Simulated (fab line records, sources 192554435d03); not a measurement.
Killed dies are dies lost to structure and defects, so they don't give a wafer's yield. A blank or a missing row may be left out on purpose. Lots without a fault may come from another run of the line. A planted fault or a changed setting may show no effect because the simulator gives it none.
A struck lot beside a sound one | flow n5_finfet | 15 steps out of a route of 1938
Sound: wafers L638.1, L638.3, L638.5. Struck: wafer L632.3. (L632.5, L632.6 of the same lot were not struck and are left out.) The cause comes at the end.
At each step with rows: each side's tool, then ch and its chambers, then its first start. Under that, the readings that differ: sound wafers | struck wafers | difference of the means | sigmas: that difference in standard deviations of wafers without a fault.
alike: readings whose means differ by less than 2 such deviations, and words and numbers that are the same on both sides. not compared: withheld readings, readings that some wafer has no value for, bounds like >300 that may hide the same value, and numbers for which the record gives no deviation and whose values overlap.
The two part at a step that has a row with sigmas, a row that says differs or no value, or rows on one side only. Numbers that don't overlap but have no deviation are shown without sigmas and don't part them. A reading that every wafer of one side lacks parts them only if that side has two wafers or more.

first, 9 steps without rows for these wafers: N5_SD_EPI_P_EBR_05; N5_SD_EPI_P_SOFTBAKE_04 (time 60 s); N5_SD_EPI_P_EXPOSE_06 (exposes mask SD P BLK, target cd 240 nm); N5_SD_EPI_P_PEB_07 (peb time 60 s); N5_SD_EPI_P_DEVELOP_08 (develop time 30 s); N5_SD_EPI_P_DESCUM_14 (chemistry O2, time 7.9 s); N5_SD_EPI_P_ETCH_36 (etches SiARC in CF4, target depth 45.5 nm, time 75.8 s); N5_SD_EPI_P_ETCH_37 (etches SOC in N2/H2, overetch 108 nm, time 486 s); N5_SD_EPI_P_STRIP_38 (strips in N2/H2).
N5_SD_EPI_P_ETCHBACK_46: etches SiNx in CH3F/O2, stops on SiO2, target depth 17.5 nm.
  sound on rie_diel-06 ch 0,1,2, day 9 01:02; struck on rie_diel-04 ch 0, day 7 11:23
  reading                                     | sound             | struck  | difference | sigmas
  over_etch_frac                              | 0.3 0.3 0.3       | 0.47677 | +0.17677   |
  rf_fwd_power_W (W)                          | 391.0 394.4 393.8 | 395.6   | +2.5       | +2
  model.SiARC_of_SD_EPI_P_COAT_35.thk_nm (nm) | 14.6 15.8 15.2    | 13.8    | -1.4       |
  alike: drypump_motor_current_A, oes_product_au, rf_vpp_V, showerhead_plenum_p_Torr, throttle_valve_pct
  not compared: rf_hours_counter_h
then, 1 step without rows for these wafers: N5_SD_EPI_P_ETCH_47 (etches SiOCN in CH3F/O2, target depth 25 nm).
N5_SD_EPI_P_ETCH_16: etches SiO2 in CHF3/O2, target depth 5 nm.
  sound on rie_diel-06 ch 0,1,2, day 9 01:14; struck on rie_diel-04 ch 0, day 7 11:35
  reading                                     | sound        | struck | difference | sigmas
  rf_fwd_power_W (W)                          | 639 648 642  | 650    | +7         | +2
  model.SiARC_of_SD_EPI_P_COAT_35.thk_nm (nm) | 11 12.2 11.6 | 10     | -2         |
  alike: drypump_motor_current_A, oes_product_au, rf_vpp_V, showerhead_plenum_p_Torr, throttle_valve_pct
  not compared: rf_hours_counter_h
then, 1 step without rows for these wafers: N5_SD_EPI_P_STRIP_50 (strips in CHF3/O2).
-- the record jumps here: 4 days lie between the struck wafers' starts before and after (it left off in module SD_EPI_P and takes up again in module BEOL_M4, whose first step shown is number 1111 of the route) --
N5_BEOL_M4_RC_MEAS_101:
  sound on prober-01 ch 0, day 14 08:04; struck on prober-02 ch 0, day 11 21:23
  reading       | sound          | struck | difference | sigmas
  DIBL_N (mV/V) | 39.5 38.9 37.0 | 34.2   | -4.3       | -3
  alike: DIBL_P, IOFF_N, IOFF_P, ION_N, ION_P, SS_N, SS_P, VT_N, VT_P
-- the record jumps here: 4 days lie between the struck wafers' starts before and after (it left off in module BEOL_M4 and takes up again in module PASSIVATION, whose first step shown is number 1936 of the route) --
N5_PASSIVATION_PROBE_49:
  the record has rows for the struck wafers here (prober-01, day 16 06:38) and none for the sound ones

WHERE THEY PART
First at N5_SD_EPI_P_ETCHBACK_46; last, within this record, at N5_PASSIVATION_PROBE_49.

WHY: what the simulator had put in
Process parameter drift: rie_diel-04, from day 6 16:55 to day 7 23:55, at N5_SD_EPI_P_ETCHBACK_46. Setting over_etch_frac, moved by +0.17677, from 0.3. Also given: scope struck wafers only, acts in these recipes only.
